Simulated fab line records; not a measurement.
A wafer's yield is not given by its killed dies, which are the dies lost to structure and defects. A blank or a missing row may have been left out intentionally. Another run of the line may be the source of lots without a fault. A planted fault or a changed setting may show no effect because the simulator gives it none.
Which tool is to blame? || flow nandHarc || 13 lots, 39 wafers sampled, at 5 steps of a route of 1302

== WHAT THE GAUGES READ, wafer by wafer ==
NHARC_P_ZERO_WELL_CD_MEAS_11 targets a cd of 500 nm.
{"lot": "L394", "measured": "day 2 07:14", "on": "cdSem-01", "cdNm (nm)": "500.2 502.1 499.1"}
{"lot": "L395", "measured": "day 2 17:16", "on": "cdSem-02", "cdNm (nm)": "500.8 500.5 499.5"}
{"lot": "L396", "measured": "day 3 03:15", "on": "cdSem-02", "cdNm (nm)": "499.8 500.7 498.4"}
{"lot": "L397", "measured": "day 3 13:21", "on": "cdSem-03", "cdNm (nm)": "495.6 499.8 496.3"}
{"lot": "L399", "measured": "day 4 09:14", "on": "cdSem-01", "cdNm (nm)": "501.5 500.2 498.6"}
{"lot": "L401", "measured": "day 5 05:28", "on": "cdSem-03", "cdNm (nm)": "500.1 502.5 500.5"}
{"lot": "L403", "measured": "day 6 01:16", "on": "cdSem-01", "cdNm (nm)": "500.0 495.1 498.2"}
{"lot": "L409", "measured": "day 8 13:07", "on": "cdSem-02", "cdNm (nm)": "502.2 500.2 501.8"}
{"lot": "L410", "measured": "day 8 23:15", "on": "cdSem-02", "cdNm (nm)": "498.1 495.6 498.0"}
{"lot": "L413", "measured": "day 10 05:15", "on": "cdSem-02", "cdNm (nm)": "498.3 501.4 497.3"}
{"lot": "L414", "measured": "day 10 15:07", "on": "cdSem-02", "cdNm (nm)": "502.6 503.7 503.5"}
{"lot": "L415", "measured": "day 11 01:07", "on": "cdSem-03", "cdNm (nm)": "502.0 502.4 500.4"}
{"lot": "L416", "measured": "day 11 11:09", "on": "cdSem-02", "cdNm (nm)": "500.7 503.3 502.6"}

NHARC_P_STI_CD_MEAS_09 targets a cd of 200 nm.
{"lot": "L394", "measured": "day 3 04:00", "on": "cdSem-02", "cdNm (nm)": "201.4 197.6 199.6"}
{"lot": "L395", "measured": "day 3 15:04", "on": "cdSem-01", "cdNm (nm)": "199.8 197.0 201.3"}
{"lot": "L396", "measured": "day 4 02:23", "on": "cdSem-01", "cdNm (nm)": "200.2 197.5 199.5"}
{"lot": "L397", "measured": "day 4 10:11", "on": "cdSem-01", "cdNm (nm)": "198.4 202.7 204.1"}
{"lot": "L399", "measured": "day 5 07:05", "on": "cdSem-02", "cdNm (nm)": "203.6 200.9 202.4"}
{"lot": "L401", "measured": "day 6 03:04", "on": "cdSem-01", "cdNm (nm)": "199.7 198.1 200.8"}
{"lot": "L403", "measured": "day 7 02:24", "on": "cdSem-01", "cdNm (nm)": "194.3 199.2 198.3"}
{"lot": "L413", "measured": "day 11 03:06", "on": "cdSem-03", "cdNm (nm)": "198.9 196.4 198.8"}
{"lot": "L414", "measured": "day 11 12:17", "on": "cdSem-03", "cdNm (nm)": "202.2 200.9 199.9"}
{"lot": "L415", "measured": "day 12 01:52", "on": "cdSem-03", "cdNm (nm)": "202.0 197.4 198.3"}
{"lot": "L416", "measured": "day 12 09:58", "on": "cdSem-03", "cdNm (nm)": "197.1 203.3 202.0"}

NHARC_END_SORT_01.
{"lot": "L401", "measured": "day 28 16:02", "on": "prober-01", "killedAtArray": "75 84 85", "killedAtOther": "8 2 7", "killedAtPeriphery": "10 11 7", "killedDies": "93 97 99", "killedOpen": "2 4 3", "killedShort": "2 5 1"}
{"lot": "L409", "measured": "day 31 23:22", "on": "prober-01", "killedAtArray": "72 73 80", "killedAtOther": "0 0 1", "killedAtPeriphery": "605 604 596", "killedDies": "677 677 677", "killedOpen": "4 4 3", "killedShort": "0 3 0"}
{"lot": "L410", "measured": "day 31 09:43", "on": "prober-02", "killedAtArray": "82 60 65", "killedAtOther": "2 1 0", "killedAtPeriphery": "593 616 612", "killedDies": "677 677 677", "killedOpen": "6 3 0", "killedShort": "4 0 4"}

== EACH LOT AND THE TOOL THAT RAN IT (in order: tool; ch and the chambers of the sampled wafers; start) ==
{"lot": "L394", "NHARC_P_ZERO_WELL_STRIP_56": "wetBench-01 ch 0,1,3, day 2 12:29", "NHARC_P_STI_ETCH_31": "rieDiel-04 ch 0,3, no start"}
{"lot": "L395", "NHARC_P_ZERO_WELL_STRIP_56": "wetBench-03 ch 3,5,7, day 2 22:31", "NHARC_P_STI_ETCH_31": "rieDiel-11 ch 1,2, no start"}
{"lot": "L396", "NHARC_P_ZERO_WELL_STRIP_56": "wetBench-07 ch 0,1,3, day 3 08:28", "NHARC_P_STI_ETCH_31": "rieDiel-04 ch 0,2,3, no start"}
{"lot": "L397", "NHARC_P_ZERO_WELL_STRIP_56": "wetBench-03 ch 0,3,7, day 3 18:40", "NHARC_P_STI_ETCH_31": "rieDiel-01 ch 1,2,3, no start"}
{"lot": "L399", "NHARC_P_ZERO_WELL_STRIP_56": "wetBench-01 ch 1,2,5, day 4 14:45", "NHARC_P_STI_ETCH_31": "rieDiel-04 ch 1,2,3, no start"}
{"lot": "L401", "NHARC_P_ZERO_WELL_STRIP_56": "wetBench-03 ch 0,1,5, day 5 10:37", "NHARC_P_STI_ETCH_31": "rieDiel-01 ch 0,2,3, day 28 16:02 or earlier"}
{"lot": "L403", "NHARC_P_ZERO_WELL_STRIP_56": "wetBench-01 ch 3,4,6, day 6 06:30", "NHARC_P_STI_ETCH_31": "rieDiel-04 ch 2,3, no start"}
{"lot": "L409", "NHARC_P_ZERO_WELL_STRIP_56": "wetBench-03 ch 0,3,7, day 8 18:23", "NHARC_P_STI_ETCH_31": "-"}
{"lot": "L410", "NHARC_P_ZERO_WELL_STRIP_56": "wetBench-03 ch 0,6,7, day 9 04:37", "NHARC_P_STI_ETCH_31": "-"}
{"lot": "L413", "NHARC_P_ZERO_WELL_STRIP_56": "wetBench-01 ch 2,3,5, day 10 10:34", "NHARC_P_STI_ETCH_31": "rieDiel-04 ch 1,2,3, no start"}
{"lot": "L414", "NHARC_P_ZERO_WELL_STRIP_56": "wetBench-07 ch 0,1,7, day 10 20:44", "NHARC_P_STI_ETCH_31": "rieDiel-11 ch 1,3, no start"}
{"lot": "L415", "NHARC_P_ZERO_WELL_STRIP_56": "wetBench-03 ch 0,2,6, day 11 06:32", "NHARC_P_STI_ETCH_31": "rieDiel-01 ch 0,1,3, no start"}
{"lot": "L416", "NHARC_P_ZERO_WELL_STRIP_56": "wetBench-01 ch 1,2,3, day 11 16:27", "NHARC_P_STI_ETCH_31": "rieDiel-01 ch 1,2,3, no start"}
- NHARC_P_ZERO_WELL_STRIP_56: strips in SPM, time 840 s.
- NHARC_P_STI_ETCH_31: etches the open film in CF4/CHF3, target depth 108.9 nm, time 54.5 s.

== AS READ BY THE TOOLS THEMSELVES (means over the sampled wafers that have a number; for cases with no such wafer, the mark the record gives instead) ==
NHARC_P_ZERO_WELL_STRIP_56.
{"lot": "L394", "tool": "wetBench-01", "bathGuardTempC (C)": 129.6, "bathHeatDutyPct (%)": 14.9}
{"lot": "L395", "tool": "wetBench-03", "bathGuardTempC (C)": 130.5, "bathHeatDutyPct (%)": 13.6}
{"lot": "L396", "tool": "wetBench-07", "bathGuardTempC (C)": 130.5, "bathHeatDutyPct (%)": 15.4}
{"lot": "L397", "tool": "wetBench-03", "bathGuardTempC (C)": 130.9, "bathHeatDutyPct (%)": 14.0}
{"lot": "L399", "tool": "wetBench-01", "bathGuardTempC (C)": 129.8, "bathHeatDutyPct (%)": 15.2}
{"lot": "L401", "tool": "wetBench-03", "bathGuardTempC (C)": 130.7, "bathHeatDutyPct (%)": 14.4}
{"lot": "L403", "tool": "wetBench-01", "bathGuardTempC (C)": 129.8, "bathHeatDutyPct (%)": 15.2}
{"lot": "L409", "tool": "wetBench-03", "bathGuardTempC (C)": "-", "bathHeatDutyPct (%)": "-"}
{"lot": "L410", "tool": "wetBench-03", "bathGuardTempC (C)": "-", "bathHeatDutyPct (%)": "-"}
{"lot": "L413", "tool": "wetBench-01", "bathGuardTempC (C)": 129.7, "bathHeatDutyPct (%)": 14.0}
{"lot": "L414", "tool": "wetBench-07", "bathGuardTempC (C)": 130.4, "bathHeatDutyPct (%)": 14.3}
{"lot": "L415", "tool": "wetBench-03", "bathGuardTempC (C)": 130.6, "bathHeatDutyPct (%)": 15.3}
{"lot": "L416", "tool": "wetBench-01", "bathGuardTempC (C)": 129.9, "bathHeatDutyPct (%)": 14.9}

NHARC_P_STI_ETCH_31.
{"lot": "L394", "tool": "rieDiel-04", "drypumpMotorCurrentA (A)": 5.4, "oesProductAu (a.u.)": 0.973, "rfVppV (V)": 369.0, "showerheadPlenumPTorr (Torr)": 1.51, "throttleValvePct (%)": 16.804}
{"lot": "L395", "tool": "rieDiel-11", "drypumpMotorCurrentA (A)": 5.5, "oesProductAu (a.u.)": 0.972, "rfVppV (V)": 374.2, "showerheadPlenumPTorr (Torr)": 1.66, "throttleValvePct (%)": 16.803}
{"lot": "L396", "tool": "rieDiel-04", "drypumpMotorCurrentA (A)": 5.5, "oesProductAu (a.u.)": 0.964, "rfVppV (V)": 368.9, "showerheadPlenumPTorr (Torr)": 1.51, "throttleValvePct (%)": 16.816}
{"lot": "L397", "tool": "rieDiel-01", "drypumpMotorCurrentA (A)": 5.9, "oesProductAu (a.u.)": 0.968, "rfVppV (V)": 367.5, "showerheadPlenumPTorr (Torr)": 1.48, "throttleValvePct (%)": 16.809}
{"lot": "L399", "tool": "rieDiel-04", "drypumpMotorCurrentA (A)": 6.0, "oesProductAu (a.u.)": 0.972, "rfVppV (V)": 368.7, "showerheadPlenumPTorr (Torr)": 1.51, "throttleValvePct (%)": 16.797}
{"lot": "L401", "tool": "rieDiel-01", "drypumpMotorCurrentA (A)": 5.9, "oesProductAu (a.u.)": 0.967, "rfVppV (V)": 368.8, "showerheadPlenumPTorr (Torr)": 1.51, "throttleValvePct (%)": 16.796}
{"lot": "L403", "tool": "rieDiel-04", "drypumpMotorCurrentA (A)": 5.7, "oesProductAu (a.u.)": 0.972, "rfVppV (V)": 368.6, "showerheadPlenumPTorr (Torr)": 1.52, "throttleValvePct (%)": 16.802}
{"lot": "L413", "tool": "rieDiel-04", "drypumpMotorCurrentA (A)": 6.0, "oesProductAu (a.u.)": 0.976, "rfVppV (V)": 368.9, "showerheadPlenumPTorr (Torr)": 1.51, "throttleValvePct (%)": 16.806}
{"lot": "L414", "tool": "rieDiel-11", "drypumpMotorCurrentA (A)": 5.6, "oesProductAu (a.u.)": 0.966, "rfVppV (V)": 374.2, "showerheadPlenumPTorr (Torr)": 1.68, "throttleValvePct (%)": 16.792}
{"lot": "L415", "tool": "rieDiel-01", "drypumpMotorCurrentA (A)": 6.0, "oesProductAu (a.u.)": 0.945, "rfVppV (V)": 368.8, "showerheadPlenumPTorr (Torr)": 1.51, "throttleValvePct (%)": 16.806}
{"lot": "L416", "tool": "rieDiel-01", "drypumpMotorCurrentA (A)": 5.8, "oesProductAu (a.u.)": 0.969, "rfVppV (V)": 367.9, "showerheadPlenumPTorr (Torr)": 1.48, "throttleValvePct (%)": 16.804}

== THE ANSWER, worked out from the rows above alone ==
Rule: the usual values come from the lots themselves. The widest of any qualifying gaps counts: lots, ordered by their means at a reading, are off when they make up no more than a third of the lots, leave a main group of 4 or more, and stand apart from it by 3 or more times the standard deviation of that group's means. If all means in a main group match to the digits the tables above print for the reading, that group is not used. A lot without any number at a reading at which 4 lots or more have one is off too. All remaining lots with rows at the step are treated as sound. After the gauges, taken in route order, come the tools' own readings; for these a lot's mean is taken, as printed above. The first step at which some lot is off is used, and at that step the reading that is off furthest; a lot without a number counts as furthest.
Off, at NHARC_P_ZERO_WELL_STRIP_56 on bathGuardTempC: L409, L410. Without a number there: L409, L410. The main group has a mean of 130.2 C with a standard deviation of 0.44.
A tool fits if, at that step or a process step before it, it ran every lot that is off, and no sound lot after the first of them. Of those tried, none fits.

== WHAT THE SIMULATOR PUT IN ==
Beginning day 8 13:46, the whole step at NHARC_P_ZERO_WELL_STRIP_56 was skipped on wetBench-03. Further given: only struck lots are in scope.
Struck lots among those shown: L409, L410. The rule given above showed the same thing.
